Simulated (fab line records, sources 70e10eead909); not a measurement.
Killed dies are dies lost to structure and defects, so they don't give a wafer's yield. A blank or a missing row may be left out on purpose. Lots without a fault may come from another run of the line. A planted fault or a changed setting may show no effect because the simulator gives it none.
Chamber matching | flow nand_harc | NHARC_A_CHANNEL_HOLE_D2_DEP_01 on pecvd-04: 3 sister chambers
The step deposits SiON, target thk 140 nm. 3 wafers are shown with their chamber, then 12 later ones without.

WAFERS WITH THEIR CHAMBER
wafer  | chamber | heater_power_w (W)
L092.4 | 1       | 778
L093.2 | 0       | 667
L093.4 | 2       | 928

WAFERS WITHOUT THEIR CHAMBER
wafer  | heater_power_w (W)
L094.4 | 766
L094.5 | 599
L094.6 | 916
L095.2 | 697
L095.4 | 675
L095.5 | 1019
L096.1 | 977
L096.4 | 616
L096.5 | 662
L097.1 | 689
L097.3 | 783
L097.5 | 673

WHICH CHAMBER EACH WENT THROUGH
wafer  | from the rows above     | in truth
L094.4 | 1                       | 1
L094.5 | 0                       | 0
L094.6 | 2                       | 2
L095.2 | can't be placed: 0 or 1 | 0
L095.4 | 0                       | 0
L095.5 | 2                       | 2
L096.1 | 2                       | 2
L096.4 | 0                       | 0
L096.5 | 0                       | 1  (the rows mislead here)
L097.1 | can't be placed: 0 or 1 | 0
L097.3 | 1                       | 1
L097.5 | 0                       | 0
Placed correctly: 9 of 12. Can't be placed from these rows: 2 (the true chamber is among the candidates in 2). Placed wrongly: 1.
How it was worked out, from the rows above alone: a wafer's distance from a chamber is the root of the sum, over the readings, of the square of ((its reading less the chamber's mean) divided by the reading's scatter). The wafer belongs to the nearest chamber; if the next one is less than 2 further off, it can't be placed. A chamber's mean is the mean of its shown wafers. The scatter: with one shown wafer a chamber, the root of the mean of the squares of how far each hidden wafer lies from its nearest shown one.
